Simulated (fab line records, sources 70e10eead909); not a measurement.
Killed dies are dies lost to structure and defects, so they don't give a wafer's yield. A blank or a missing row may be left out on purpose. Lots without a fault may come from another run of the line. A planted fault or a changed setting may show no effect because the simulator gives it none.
fab line records | flow nand_harc
record lots=6 wafers=18 last_day=24
route steps=1159 shown A_M0@1023 A_M1@1026 END@1159
lots that met no fault: from a run of the same line without faults
start_h: hours from the record's first day to the start of the lot's first wafer shown | wait_h: hours since the lot's step before | " the same as in the row above | L1.1+2: a row that stands for several wafers | - no value, or no start given | * or withheld: withheld | < > ~ a bound
route shown NAME@n: a module of which the file shows steps, and the number in the route of the first | usual: mean/standard deviation of fault-free wafers | same: alike in all rows | chamber/n: place in a boat | sites: the reading at each site | _std_site: their standard deviation | _edge_site: outer sites' mean less inner sites' | radius_mm: how far each site lies from the wafer's centre | mask NAME#n: copy n | behind: the tool/chamber that last shaped the wafer | hold: why the lot was held/for how many hours/how that ended | device: the transistor (n, p or np) that didn't switch | end of line: the same wafers' tests at the end of the route | a step without rows: its recipe alone | killed: dies lost to structure and defects at the first sort, not the wafer's yield | map: a wafer's dies, x killed, . not, _ none there
set.NAME: the setting as run; set.NAME@STEP: as run at that earlier step | model.NAME: the simulator's own value behind a step, which no gauge read
lots at some steps of the route; a table a step, a row a wafer
services: from which hour (start_h, from the record's first day; less than 0 if before it) a tool's chamber was out of use, for how many hours, and why
## steps
# step NHARC_A_M0_INSPECT_27
# usual raw_defect_count=477/190
# columns lot.wafer tool chamber start_h wait_h raw_defect_count
L155.1 defect_inspect-02 - 436.09 0.0 887
L155.3 " - " " 472
L155.4 " - " " 642
L156.2 defect_inspect-02 - 448.78 0.0 308
L156.3 " - " " 458
L156.4 " - " " 657
L158.1 defect_inspect-01 - 458.90 0.0 309
L158.2 " - " " 545
L158.3 " - " " 361
L170.2 defect_inspect-02 - 511.70 0.0 381
L170.3 " - " " 289
L170.4 " - " " 503
L167.2 defect_inspect-02 - 523.38 0.0 337
L167.3 " - " " 524
L167.4 " - " " 389
L171.1 defect_inspect-02 - 538.30 0.0 572
L171.2 " - " " 421
L171.5 " - " " 481
# step NHARC_A_M0_PRE_CLEAN_31
# recipe time_s=12 temp_c=370 rf_power_w=300 gas=NH3
# usual heater_power_w=622/86
# columns lot.wafer tool chamber start_h wait_h heater_power_w
L155.1 pecvd-04 2 436.17 0.1 532
L155.3 " 0 " " 628
L155.4 " 1 " " 640
L156.2 pecvd-02 2 448.86 0.1 678
L156.3 " 0 " " 643
L156.4 " 2 " " 666
L158.1 pecvd-04 1 458.97 0.1 654
L158.3 " 2 " " 530
L158.2 " 0 " " 561
L170.2 pecvd-04 0 511.77 0.1 656
L170.3 " 2 " " 477
L170.4 " 0 " " 650
L167.2 pecvd-04 0 523.61 0.2 626
L167.3 " 1 " " 622
L167.4 " 2 " " 531
L171.2 pecvd-03 2 538.36 0.1 732
L171.1 " 1 " " 634
L171.5 " 0 " " 502
# step NHARC_A_M0_DEP_32
# recipe target_thk_a=300 temp_c=370 target_thk_nm=30 pressure_torr=3 flow_sccm=200 rf_w=450 material=SiCN
# usual heater_power_w=562/92
# columns lot.wafer tool chamber start_h wait_h heater_power_w
L155.1 pecvd-04 2 436.28 0.1 488
L155.3 " 0 " " 539
L155.4 " 1 " " 638
L156.2 pecvd-02 2 448.97 0.1 611
L156.3 " 0 " " 646
L156.4 " 2 " " 624
L158.1 pecvd-04 1 459.05 0.1 539
L158.3 " 2 " " 465
L158.2 " 0 " " 567
L170.2 pecvd-04 0 511.84 0.1 550
L170.3 " 2 " " 496
L170.4 " 0 " " 566
L167.2 pecvd-04 0 523.72 0.1 599
L167.3 " 1 " " 612
L167.4 " 2 " " 448
L171.2 pecvd-03 2 538.44 0.1 708
L171.1 " 1 " " 599
L171.5 " 0 " " 444
# step NHARC_A_M1_DEP_00
# recipe target_thk_a=1825 target_thk_nm=182.5 temp_c=withheld pressure_torr=5 flow_sccm=200 rf_w=600 material=SiOC
# step NHARC_A_M1_DEHYDRATE_01
# recipe temp_c=150 time_s=120
# step NHARC_A_M1_HMDS_02
# recipe time_s=30
# step NHARC_A_M1_COAT_34
# recipe temp_c=200 time_s=65
# step NHARC_A_M1_COAT_03
# recipe spin_rpm=1500 resist_thk_nm=90
# step NHARC_A_M1_SOFTBAKE_04
# recipe temp_c=105 time_s=55
# step NHARC_A_M1_EBR_05
# step NHARC_A_M1_EXPOSE_06
# recipe na=1.35 target_cd_nm=120 dose_mj=75.13 mask_id=A_M1
# step NHARC_A_M1_PEB_07
# recipe peb_temp_c=100 peb_time_s=65
# usual heater_power_total_W=156.5/0.43 plate_temp_C=99.99/0.14
# columns lot.wafer tool chamber start_h wait_h heater_power_total_W plate_temp_C
L155.1 litho_track-06 0 437.43 0.1 125.8 85.66
L155.3 " 0 " " 126.4 85.50
L155.4 " 0 " " 125.8 85.61
L156.2 litho_track-04 0 449.97 0.1 157.1 100.14
L156.3 " 0 " " 156.6 99.91
L156.4 " 0 " " 156.0 99.95
L158.1 litho_track-06 0 460.08 0.1 125.8 85.69
L158.2 " 0 " " 126.4 85.66
L158.3 " 0 " " 125.8 85.80
L170.2 litho_track-06 0 513.42 0.1 157.2 99.90
L170.3 " 0 " " 156.8 99.99
L170.4 " 0 " " 157.1 99.78
L167.2 litho_track-01 0 524.82 0.1 156.5 100.06
L167.3 " 0 " " 156.9 100.17
L167.4 " 0 " " 156.9 99.68
L171.1 litho_track-01 0 539.47 0.1 156.1 100.09
L171.2 " 0 " " 157.0 100.14
L171.5 " 0 " " 157.1 100.00
# step NHARC_A_M1_DEVELOP_08
# recipe develop_time_s=35 dev_temp_c=23
# step NHARC_A_M1_CD_MEAS_09
# recipe target_cd_nm=120 landing_energy_ev=500
# usual cd_nm=120.1/0.54
# columns lot.wafer tool chamber start_h wait_h cd_nm
L155.1 cd_sem-03 0 437.51 - 42.1
L155.3 " 0 " " 41.5
L155.4 " 0 " " 41.9
L156.2 cd_sem-03 0 450.06 - 119.9
L156.3 " 0 " " 119.8
L156.4 " 0 " " 120.0
L158.1 cd_sem-02 0 460.15 - 41.6
L158.2 " 0 " " 41.5
L158.3 " 0 " " 41.8
L170.2 cd_sem-01 0 513.50 - 119.8
L170.3 " 0 " " 119.7
L170.4 " 0 " " 120.3
L167.2 cd_sem-02 0 524.90 - 119.7
L167.3 " 0 " " 120.0
L167.4 " 0 " " 119.5
L171.1 cd_sem-03 0 539.54 - 120.3
L171.2 " 0 " " 120.4
L171.5 " 0 " " 120.9
# step NHARC_A_M1_OVL_MEAS_10
# recipe pitch_nm=240
# usual overlay_x_nm=0.0/1 overlay_y_nm=0.1/0.8
# columns lot.wafer tool chamber start_h wait_h overlay_x_nm overlay_y_nm
L155.1 overlay-02 - 437.59 - -0.3 -0.2
L155.3 " - " " -0.4 -0.4
L155.4 " - " " 0.0 -0.6
L156.2 overlay-01 - 450.14 - -0.8 -0.1
L156.3 " - " " -0.6 -1.1
L156.4 " - " " -1.1 -0.5
L158.1 overlay-02 - 460.24 - 0.2 -1.6
L158.2 " - " " 0.1 -1.8
L158.3 " - " " -0.1 -1.3
L170.2 overlay-01 - 513.59 - 0.5 1.7
L170.3 " - " " 0.5 1.2
L170.4 " - " " 0.4 1.6
L167.2 overlay-01 - 524.98 - 0.1 0.0
L167.3 " - " " 0.4 0.4
L167.4 " - " " 0.3 0.5
L171.1 overlay-01 - 539.63 - 1.8 1.0
L171.2 " - " " 1.6 1.1
L171.5 " - " " 1.6 0.7
# step NHARC_A_M1_INSPECT_11
# usual raw_defect_count=33/14
# columns lot.wafer tool chamber start_h wait_h raw_defect_count
L155.1 defect_inspect-02 - 437.63 0.0 18
L155.3 " - " " 15
L155.4 " - " " 12
L156.2 defect_inspect-01 - 450.18 0.0 46
L156.3 " - " " 36
L156.4 " - " " 44
L158.1 defect_inspect-01 - 460.28 0.0 35
L158.2 " - " " 30
L158.3 " - " " 41
L170.2 defect_inspect-01 - 513.62 0.0 68
L170.3 " - " " 50
L170.4 " - " " 61
L167.2 defect_inspect-02 - 525.02 0.0 34
L167.3 " - " " 42
L167.4 " - " " 44
L171.1 defect_inspect-01 - 539.67 0.0 38
L171.2 " - " " 51
L171.5 " - " " 45
# step NHARC_A_M1_DESCUM_14
# recipe time_s=3 o2_flow_sccm=200 ar_flow_sccm=0 bias_power_w=0 chemistry=O2
# usual drypump_motor_current_A=5.8/0.38 oes_product_au=1.003/0.0087 rf_vpp_V=57.9/0.91 showerhead_plenum_p_Torr=1.92/0.11 throttle_valve_pct=11.311/0.0087
# columns lot.wafer tool chamber start_h wait_h drypump_motor_current_A oes_product_au rf_hours_counter_h rf_vpp_V showerhead_plenum_p_Torr throttle_valve_pct model.A_M1.cd_nm
L155.1 rie_diel-01 2 437.69 0.1 6.5 1.011 3 55.9 1.84 11.306 41.65
L155.4 " 3 " " 6.0 1.016 3 57.9 1.97 11.318 41.09
L155.3 " 0 " " 6.1 1.015 3 56.6 1.79 11.305 41.1
L156.4 rie_diel-01 3 450.24 0.1 6.0 1.003 3 58.7 1.97 11.308 120.1
L156.2 " 1 " " 5.1 1.009 3 59.0 2.02 11.303 119.8
L156.3 " 2 " " 6.5 0.993 3 58.7 1.84 11.306 120.1
L158.1 rie_diel-01 0 460.34 0.1 6.0 1.018 3 58.4 1.79 11.309 41.84
L158.3 " 1 " " 5.1 1.012 3 56.2 2.02 11.314 41.47
L158.2 " 2 " " 6.5 1.007 3 57.7 1.84 11.307 41.47
L170.4 rie_diel-01 3 513.69 0.1 6.0 0.989 0 58.4 1.97 11.296 120.2
L170.2 " 0 " " 6.1 0.996 0 56.8 1.79 11.311 119.6
L170.3 " 2 " " 6.6 1.005 0 57.6 1.84 11.305 120
L167.3 rie_diel-10 3 525.08 0.1 5.6 1.020 12 57.9 1.86 11.321 120.1
L167.2 " 1 " " 5.9 1.008 13 57.9 1.78 11.333 119.6
L167.4 " 2 " " 5.5 1.011 12 59.2 2.05 11.305 119.6
L171.2 rie_diel-10 2 539.74 0.1 5.6 1.003 0 59.0 2.05 11.305 119.9
L171.1 " 3 " " 5.6 1.002 0 57.2 1.86 11.312 120.2
L171.5 " 1 " " 5.9 0.997 - 57.9 1.78 11.307 121.2
# step NHARC_A_M1_ETCH_35
# recipe target_depth_a=400 overetch_a=120 time_s=43.94 ion_energy_ev=200 n2_flow_sccm=150 h2_flow_sccm=150 ar_flow_sccm=0 rf_w=400 bias_w=150 chemistry=N2/H2
# usual drypump_motor_current_A=5.8/0.38 oes_product_au=1.002/0.0073 rf_vpp_V=431/3.3 showerhead_plenum_p_Torr=2.05/0.12 throttle_valve_pct=14.171/0.0093
# columns lot.wafer tool chamber start_h wait_h drypump_motor_current_A oes_product_au rf_hours_counter_h rf_vpp_V showerhead_plenum_p_Torr throttle_valve_pct
L155.4 rie_diel-01 0 437.78 0.1 6.1 0.999 3 428 1.91 14.170
L155.3 " 1 " " 5.1 0.999 3 433 2.15 14.162
L155.1 " 3 " " 6.0 1.005 3 432 2.11 14.171
L156.3 rie_diel-01 3 450.33 0.1 6.0 1.004 3 433 2.11 14.170
L156.4 " 0 " " 6.1 1.000 3 427 1.91 14.170
L156.2 " 1 " " 5.0 1.002 3 433 2.15 14.165
L158.3 rie_diel-01 3 460.48 0.1 6.0 1.006 3 434 2.11 14.182
L158.2 " 0 " " 6.1 0.999 3 426 1.91 14.189
L158.1 " 1 " " 5.0 1.008 3 434 2.15 14.159
L170.4 rie_diel-01 0 513.77 0.1 6.1 0.997 0 426 1.91 14.173
L170.2 " 2 " " 6.5 1.010 0 426 1.95 14.179
L170.3 " 3 " " 6.0 0.997 0 432 2.11 14.165
L167.2 rie_diel-10 3 525.17 0.1 5.6 0.994 12 429 1.98 14.173
L167.4 " 0 " " 5.6 1.006 14 433 2.18 14.176
L167.3 " 1 " " 5.9 1.000 13 427 1.89 14.176
L171.1 rie_diel-10 0 539.82 0.1 5.6 0.993 0 434 2.18 14.187
L171.2 " 2 " " 5.5 0.999 0 435 2.19 14.167
L171.5 " 3 " " 5.6 0.996 - 428 1.98 14.180
# step NHARC_A_M1_ETCH_15
# recipe target_depth_a=1825 time_s=91.2 c4f8_flow_sccm=withheld ar_flow_sccm=400 rf_w=600 bias_w=300 chemistry=C4F8/Ar
# usual oes_product_au=0.956/0.023 rf_vpp_V=441/3.4
# columns lot.wafer tool chamber start_h wait_h oes_product_au rf_hours_counter_h rf_vpp_V
L155.4 rie_diel-01 1 - - 0.972 3 444
L155.1 " 2 " " 0.951 3 438
L155.3 " 0 " " 0.966 3 437
L156.3 rie_diel-01 0 - - 0.964 3 436
L156.4 " 2 " " 0.974 3 439
L156.2 " 3 " " 0.970 3 444
L158.1 rie_diel-01 0 - - 0.931 3 437
L158.2 " 1 " " 0.926 3 444
L158.3 " 2 " " 0.920 3 438
L170.2 rie_diel-01 0 - - 0.953 0 438
L170.4 " 1 " " 0.963 0 443
L170.3 " 2 " " 0.986 0 439
L167.2 rie_diel-10 2 - - 0.989 12 446
L167.4 " 0 " " 0.968 14 446
L167.3 " 1 " " 0.983 13 437
L171.1 rie_diel-10 0 - - 0.979 0 444
L171.2 " 2 " " 0.965 0 444
L171.5 " 1 " " 0.957 - 438
# step NHARC_A_M1_CD_MEAS_16
# usual cd_nm=119.9/0.65
# columns lot.wafer tool chamber start_h wait_h cd_nm
L155.1 cd_sem-01 - 438.00 - 41.0
L155.3 " - " " 40.9
L155.4 " - " " 41.0
L156.2 cd_sem-02 - 450.55 - 119.3
L156.3 " - " " 120.1
L156.4 " - " " 120.3
L158.1 cd_sem-03 - 460.70 - 42.0
L158.2 " - " " 41.0
L158.3 " - " " 41.4
L170.2 cd_sem-03 - 513.99 - 119.9
L170.3 " - " " 119.3
L170.4 " - " " 120.0
L167.2 cd_sem-02 - 525.39 - 119.5
L167.3 " - " " 120.5
L167.4 " - " " 119.5
L171.1 cd_sem-02 - 540.04 - 120.1
L171.2 " - " " 120.0
L171.5 " - " " 120.5
# step NHARC_A_M1_STRIP_18
# recipe power_w=1000 n2_flow_sccm=150 h2_flow_sccm=150 ar_flow_sccm=0 bias_w=0 chemistry=N2/H2
# usual drypump_motor_current_A=5.8/0.35 oes_product_au=1.003/0.0075 rf_vpp_V=90.7/1.1 showerhead_plenum_p_Torr=2.04/0.12 throttle_valve_pct=14.172/0.0087
# columns lot.wafer tool chamber start_h wait_h drypump_motor_current_A oes_product_au rf_hours_counter_h rf_vpp_V showerhead_plenum_p_Torr throttle_valve_pct
L155.1 rie_diel-01 2 438.07 0.1 6.5 0.990 3 89.2 1.96 14.191
L155.4 " 3 " " 6.0 1.000 3 92.9 2.11 14.176
L155.3 " 0 " " 6.1 1.003 3 89.7 1.91 14.179
L156.2 rie_diel-10 1 450.62 0.1 5.9 1.006 6 90.5 1.90 14.172
L156.4 " 2 " " 5.5 1.015 6 92.2 2.20 14.173
L156.3 " 3 " " 5.6 1.016 5 90.1 1.98 14.178
L158.2 rie_diel-01 2 460.77 0.1 6.6 1.009 3 89.6 1.96 14.176
L158.1 " 0 " " 6.1 1.011 4 89.7 1.91 14.178
L158.3 " 1 " " 5.1 1.005 3 90.9 2.15 14.177
L170.3 rie_diel-09 2 514.09 0.1 5.8 1.001 5 90.9 1.99 14.164
L170.4 " 3 " " 5.9 1.005 5 92.3 2.18 14.171
L170.2 " 0 " " 6.1 1.011 4 92.7 2.17 14.170
L167.3 rie_diel-01 2 525.49 0.1 6.6 1.007 1 91.1 1.95 14.190
L167.2 " 3 " " 6.0 1.006 1 92.1 2.10 14.192
L167.4 " 0 " " 6.0 0.997 1 90.5 1.91 14.167
L171.1 rie_diel-09 3 540.16 0.1 5.8 1.000 7 91.6 2.18 14.177
L171.2 " 0 " " 6.1 1.006 6 89.7 2.17 14.189
L171.5 " 2 " " 5.8 1.019 - 90.0 1.99 14.171
# step NHARC_A_M1_ETCH_28
# recipe target_depth_a=300 over_etch_frac=0.3 time_s=72.99 ion_energy_ev=150 cf4_flow_sccm=50 n2_flow_sccm=100 ar_flow_sccm=150 rf_w=300 bias_w=100 chemistry=CF4/N2
# usual drypump_motor_current_A=5.9/0.34 oes_product_au=1.003/0.0078 rf_vpp_V=314.3/2.5 showerhead_plenum_p_Torr=2.63/0.14 throttle_valve_pct=19.794/0.0078
# same over_etch_frac=0.3
# columns lot.wafer tool chamber start_h wait_h drypump_motor_current_A oes_product_au rf_hours_counter_h rf_vpp_V showerhead_plenum_p_Torr throttle_valve_pct model.A_M1.cd_nm
L155.3 rie_diel-01 1 - - 5.1 0.996 3 315.1 2.76 19.813 40.34
L155.1 " 2 " " 6.5 0.996 3 313.2 2.53 19.782 40.56
L155.4 " 3 " " 6.0 0.996 3 313.8 2.70 19.788 41
L156.4 rie_diel-10 3 - - 5.6 1.001 5 312.5 2.55 19.787 119.8
L156.2 " 1 " " 5.9 0.997 6 311.4 2.45 19.796 119.7
L156.3 " 2 " " 5.5 1.006 6 317.1 2.81 19.800 120.2
L158.1 rie_diel-01 3 - - 6.0 1.009 3 315.3 2.70 19.788 41.8
L158.3 " 0 " " 6.1 1.003 4 312.3 2.47 19.788 41.02
L158.2 " 1 " " 5.0 1.003 3 317.6 2.76 19.781 40.91
L170.4 rie_diel-09 2 - - 5.8 1.021 5 312.8 2.57 19.797 119.8
L170.2 " 3 " " 5.8 1.006 5 317.5 2.80 19.795 119.8
L170.3 " 0 " " 6.1 1.004 4 316.4 2.78 19.791 119.4
L167.4 rie_diel-01 2 - - 6.6 1.001 1 313.6 2.52 19.808 119.5
L167.3 " 0 " " 6.1 0.990 1 310.3 2.47 19.795 120.8
L167.2 " 1 " " 5.0 0.991 1 315.9 2.76 19.800 119.8
L171.2 rie_diel-09 0 - - 6.1 1.010 6 316.6 2.78 19.794 120
L171.1 " 2 " " 5.8 1.007 7 313.2 2.57 19.792 120.5
L171.5 " 1 " " 5.9 1.004 - 311.1 2.48 19.798 121.1
# step NHARC_A_M1_STRIP_19
# recipe time_s=600 temp_c=30 chemistry=post_etch_residue_remover
# step NHARC_END_SORT_01
# recipe temp_c=25
# usual defect_limited_yield=94.9/1.7 killed_at_array=31/12 killed_at_other=0.6/0.85 killed_at_periphery=3.0/2.3 killed_dies=35/12 killed_open=3.2/1.9 killed_short=1.8/1.4 sort_bin_2_pct=1.6/0.7 sort_bin_3_pct=0.28/0.22 sort_bin_4_pct=3.3/1.2 sort_n_pass=642/12 sort_rim_yield_pct=97.7/1.5 sort_yield_pct=94.9/1.7
# same gross_dies=677 sort_bin_5_pct[%]=0 sort_bin_6_pct[%]=0 sort_bin_7_pct[%]=0 sort_bin_8_pct[%]=0 sort_rim_n_gross=106.00
# columns lot.wafer tool chamber start_h wait_h defect_limited_yield[%] killed_at_array killed_at_other killed_at_periphery killed_dies killed_open killed_short sort_bin_2_pct[%] sort_bin_3_pct[%] sort_bin_4_pct[%] sort_n_pass sort_rim_yield_pct[%] sort_yield_pct[%]
L155.1 prober-02 0 472.54 2.6 0 671 2 4 677 6 2 97.2 0.30 2.5 0 0 0
L155.3 prober-02 0 474.13 3.1 0 669 1 7 677 10 2 97.6 0.30 2.1 0 0 0
L155.4 prober-02 0 474.93 3.4 0 669 1 7 677 1 1 97.9 0 2.1 0 0 0
L158.1 prober-01 0 500.92 2.5 0 674 1 2 677 1 1 97.6 0.15 2.2 0 0 0
L158.2 prober-01 0 501.71 2.8 0 674 0 3 677 5 2 95.6 0.15 4.3 0 0 0
L158.3 prober-01 0 502.51 3.1 0 672 1 4 677 12 2 95.3 0 4.7 0 0 0
L156.2 prober-02 0 501.74 2.8 93.2 42 2 2 46 2 2 0.9 0.89 5.0 631 94.3 93.2
L156.3 prober-02 0 502.54 3.1 93.9 36 1 4 41 4 2 2.1 0.15 3.8 636 95.3 93.9
L156.4 prober-02 0 503.34 3.4 94.5 34 0 3 37 2 0 1.6 0.30 3.5 640 97.2 94.5
L170.2 prober-01 0 560.14 2.8 91.0 61 0 0 61 3 2 3.8 0.15 5.0 616 96.2 91.0
L170.3 prober-01 0 560.94 3.1 92.9 48 0 0 48 1 1 2.7 0.30 4.1 629 100.0 92.9
L170.4 prober-01 0 561.73 3.4 91.4 57 0 1 58 4 1 2.2 0 6.4 619 97.2 91.4
# killed by level:class
L155.1 A_M1:area_peb=650 A_CHANNEL_HOLE_D1:chamber_film_flake=5 A_CONTACT:chamber_film_flake=4 A_ONON_D1:geometric_particle:open=3 A_STAIRCASE:chamber_film_flake=3 A_SLIT:chamber_film_flake=3 A_M0:geometric_particle:open=2 THIN_TSV:chamber_film_flake=2
L155.3 A_M1:area_peb=648 A_CONTACT:chamber_film_flake=5 A_ONON_D1:geometric_particle:open=3 A_CONTACT:geometric_particle:open=3 A_SLIT:chamber_film_flake=3 P_STI:geometric_particle:open=2 P_M2:chamber_film_flake=2 A_STAIRCASE:chamber_film_flake=2
L155.4 A_M1:area_peb=656 P_M2:chamber_film_flake=4 A_CHANNEL_HOLE_D1:chamber_film_flake=4 P_GATE:chamber_film_flake=3 A_CONTACT:chamber_film_flake=3 A_STAIRCASE:chamber_film_flake=2 A_SLIT:chamber_film_flake=2 A_CHANNEL_FILL_D1:geometric_particle:open=1
L158.1 A_M1:area_peb=647 A_CHANNEL_HOLE_D1:chamber_film_flake=12 A_SLIT:chamber_film_flake=9 A_CONTACT:chamber_film_flake=2 A_STAIRCASE:chamber_film_flake=2 A_CHANNEL_FILL_D1:geometric_particle:short=1 A_M1:geometric_particle:open=1 P_STI:chamber_film_flake=1
L158.2 A_M1:area_peb=640 A_CHANNEL_HOLE_D1:chamber_film_flake=11 A_SLIT:chamber_film_flake=8 A_CONTACT:geometric_particle:open=4 A_CONTACT:chamber_film_flake=4 P_STI:chamber_film_flake=2 A_WL_FILL:chamber_film_flake=2 A_STAIRCASE:chamber_film_flake=2
L156.2 A_STAIRCASE:chamber_film_flake=14 A_SLIT:chamber_film_flake=12 A_CONTACT:chamber_film_flake=8 A_WL_FILL:chamber_film_flake=3 A_CHANNEL_HOLE_D1:chamber_film_flake=2 P_GATE:geometric_particle:open=1 A_ONON_D1:geometric_particle:open=1 A_CHANNEL_FILL_D1:geometric_particle:short=1
L158.3 A_M1:area_peb=627 A_SLIT:chamber_film_flake=13 A_CHANNEL_HOLE_D1:chamber_film_flake=11 A_M1:geometric_particle:open=3 A_STAIRCASE:chamber_film_flake=3 A_CONTACT:chamber_film_flake=3 P_M0:geometric_particle:open=2 A_CHANNEL_FILL_D1:geometric_particle:open=2
L156.3 A_STAIRCASE:chamber_film_flake=13 A_SLIT:chamber_film_flake=10 A_CONTACT:chamber_film_flake=5 A_WL_FILL:chamber_film_flake=2 P_M0:geometric_particle:open=1 P_M1:geometric_particle:short=1 A_CHANNEL_FILL_D1:geometric_particle:open=1 A_SGD_CUT:geometric_particle:open=1
L156.4 A_CONTACT:chamber_film_flake=10 A_SLIT:chamber_film_flake=10 A_STAIRCASE:chamber_film_flake=7 A_CHANNEL_HOLE_D1:chamber_film_flake=5 P_STI:geometric_particle:open=1 A_SGD_CUT:geometric_particle:open=1 P_STI:chamber_film_flake=1 P_M1:chamber_film_flake=1
L170.2 A_CHANNEL_HOLE_D1:chamber_film_flake=28 A_SLIT:chamber_film_flake=18 A_CHANNEL_FILL_D1:chamber_film_flake=3 A_CONTACT:chamber_film_flake=3 A_SGD_CUT:geometric_particle:open=2 A_ZERO_WELL:chamber_film_flake=2 A_SOURCE_PLATE:geometric_particle:short=1 A_CHANNEL_FILL_D1:geometric_particle:open=1
L170.3 A_CHANNEL_HOLE_D1:chamber_film_flake=26 A_SLIT:chamber_film_flake=11 A_CONTACT:chamber_film_flake=4 A_STAIRCASE:chamber_film_flake=3 A_CHANNEL_FILL_D1:geometric_particle:open=1 A_SLIT:geometric_particle:short=1 A_ZERO_WELL:chamber_film_flake=1 A_CHANNEL_FILL_D1:chamber_film_flake=1
L170.4 A_CHANNEL_HOLE_D1:chamber_film_flake=24 A_SLIT:chamber_film_flake=16 A_STAIRCASE:chamber_film_flake=4 A_CONTACT:chamber_film_flake=4 A_CHANNEL_FILL_D1:chamber_film_flake=3 A_BONDPAD:chamber_film_flake=2 P_M2:geometric_particle:open=1 A_ONON_D1:geometric_particle:open=1
# map L155.1 (x killed, . not)
____________x____________
_________xxxxxxx_________
_______xxxxxxxxxxx_______
______xxxxxxxxxxxxx______
_____xxxxxxxxxxxxxxx_____
____xxxxxxxxxxxxxxxxx____
____xxxxxxxxxxxxxxxxx____
___xxxxxxxxxxxxxxxxxxx___
___xxxxxxxxxxxxxxxxxxx___
__xxxxxxxxxxxxxxxxxxxxx__
__xxxxxxxxxxxxxxxxxxxxx__
_xxxxxxxxxxxxxxxxxxxxxxx_
_xxxxxxxxxxxxxxxxxxxxxxx_
_xxxxxxxxxxxxxxxxxxxxxxx_
_xxxxxxxxxxxxxxxxxxxxxxx_
_xxxxxxxxxxxxxxxxxxxxxxx_
xxxxxxxxxxxxxxxxxxxxxxxxx
xxxxxxxxxxxxxxxxxxxxxxxxx
xxxxxxxxxxxxxxxxxxxxxxxxx
xxxxxxxxxxxxxxxxxxxxxxxxx
xxxxxxxxxxxxxxxxxxxxxxxxx
_xxxxxxxxxxxxxxxxxxxxxxx_
_xxxxxxxxxxxxxxxxxxxxxxx_
_xxxxxxxxxxxxxxxxxxxxxxx_
_xxxxxxxxxxxxxxxxxxxxxxx_
_xxxxxxxxxxxxxxxxxxxxxxx_
__xxxxxxxxxxxxxxxxxxxxx__
__xxxxxxxxxxxxxxxxxxxxx__
___xxxxxxxxxxxxxxxxxxx___
___xxxxxxxxxxxxxxxxxxx___
____xxxxxxxxxxxxxxxxx____
____xxxxxxxxxxxxxxxxx____
_____xxxxxxxxxxxxxxx_____
______xxxxxxxxxxxxx______
_______xxxxxxxxxxx_______
_________xxxxxxx_________
____________x____________
# map L158.1 (x killed, . not)
____________x____________
_________xxxxxxx_________
_______xxxxxxxxxxx_______
______xxxxxxxxxxxxx______
_____xxxxxxxxxxxxxxx_____
____xxxxxxxxxxxxxxxxx____
____xxxxxxxxxxxxxxxxx____
___xxxxxxxxxxxxxxxxxxx___
___xxxxxxxxxxxxxxxxxxx___
__xxxxxxxxxxxxxxxxxxxxx__
__xxxxxxxxxxxxxxxxxxxxx__
_xxxxxxxxxxxxxxxxxxxxxxx_
_xxxxxxxxxxxxxxxxxxxxxxx_
_xxxxxxxxxxxxxxxxxxxxxxx_
_xxxxxxxxxxxxxxxxxxxxxxx_
_xxxxxxxxxxxxxxxxxxxxxxx_
xxxxxxxxxxxxxxxxxxxxxxxxx
xxxxxxxxxxxxxxxxxxxxxxxxx
xxxxxxxxxxxxxxxxxxxxxxxxx
xxxxxxxxxxxxxxxxxxxxxxxxx
xxxxxxxxxxxxxxxxxxxxxxxxx
_xxxxxxxxxxxxxxxxxxxxxxx_
_xxxxxxxxxxxxxxxxxxxxxxx_
_xxxxxxxxxxxxxxxxxxxxxxx_
_xxxxxxxxxxxxxxxxxxxxxxx_
_xxxxxxxxxxxxxxxxxxxxxxx_
__xxxxxxxxxxxxxxxxxxxxx__
__xxxxxxxxxxxxxxxxxxxxx__
___xxxxxxxxxxxxxxxxxxx___
___xxxxxxxxxxxxxxxxxxx___
____xxxxxxxxxxxxxxxxx____
____xxxxxxxxxxxxxxxxx____
_____xxxxxxxxxxxxxxx_____
______xxxxxxxxxxxxx______
_______xxxxxxxxxxx_______
_________xxxxxxx_________
____________x____________
## services
# columns tool chamber start_h hours kind
rie_diel-10 3 417.55 8.8 repair
rie_diel-01 0 421.80 - clean
rie_diel-01 1 421.80 - clean
rie_diel-01 2 421.80 - clean
rie_diel-01 3 421.80 - clean
pecvd-03 - 423.70 0.7 repair
rie_diel-09 - 431.37 9.0 pm
litho_track-01 - 443.00 7.0 pm
rie_diel-01 0 446.37 - clean
rie_diel-01 1 446.37 - clean
rie_diel-01 2 446.37 - clean
rie_diel-09 3 451.47 6.1 repair
pecvd-03 1 461.32 16.6 repair
rie_diel-09 2 461.54 2.1 repair
litho_track-06 - 467.00 7.0 pm
pecvd-03 - 473.00 13.0 pm
rie_diel-09 0 483.58 23.2 repair
litho_track-04 - 491.00 7.0 pm
rie_diel-01 - 491.80 9.0 pm
pecvd-03 0 504.35 4.1 repair
pecvd-02 - 511.29 5.7 repair
pecvd-02 - 516.99 13.0 pm
rie_diel-10 - 530.57 9.0 pm
rie_diel-10 3 540.11 1.9 repair
## key
first_sign step=NHARC_A_M1_PEB_07 reading=plate_temp_C direction=down sigmas=99+ usual=* struck=*
effect step=NHARC_A_M1_PEB_07 reading=heater_power_total_W direction=down sigmas=72 usual=* struck=*
effect step=NHARC_A_M1_CD_MEAS_09 reading=cd_nm direction=down sigmas=99+ usual=120.1 struck=41.7
effect step=NHARC_A_M1_CD_MEAS_16 reading=cd_nm direction=down sigmas=99+ usual=119.9 struck=41.2
effect step=NHARC_END_SORT_01 reading=sort_bin_2_pct direction=up sigmas=99+ usual=1.6 struck=96.9
model_effect step=NHARC_A_M1_DESCUM_14 value=A_M1.cd_nm without=119.5 struck=41.44
model_effect step=NHARC_A_M1_ETCH_28 value=A_M1.cd_nm without=119 struck=40.94
more_kills_born_at NHARC_A_M1_PEB_07@litho_track-06=3868
met_at NHARC_A_M1_PEB_07
struck_wafers L155.1,L155.3,L155.4,L158.1,L158.2,L158.3
later_rows_left_out L155.1,L155.3,L155.4,L158.1,L158.2,L158.3
fault kind=process_parameter_drift tool=litho_track-06 chamber=- onset_h=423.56 steps=NHARC_A_M1_PEB_07 channel=peb_temp_c offset=* shape=step end_h=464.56 acts_in=* stated=*
# later_rows_left_out: the simulator's readings of these wafers behind a module that went badly wrong aren't trusted and aren't shown, but for the sort
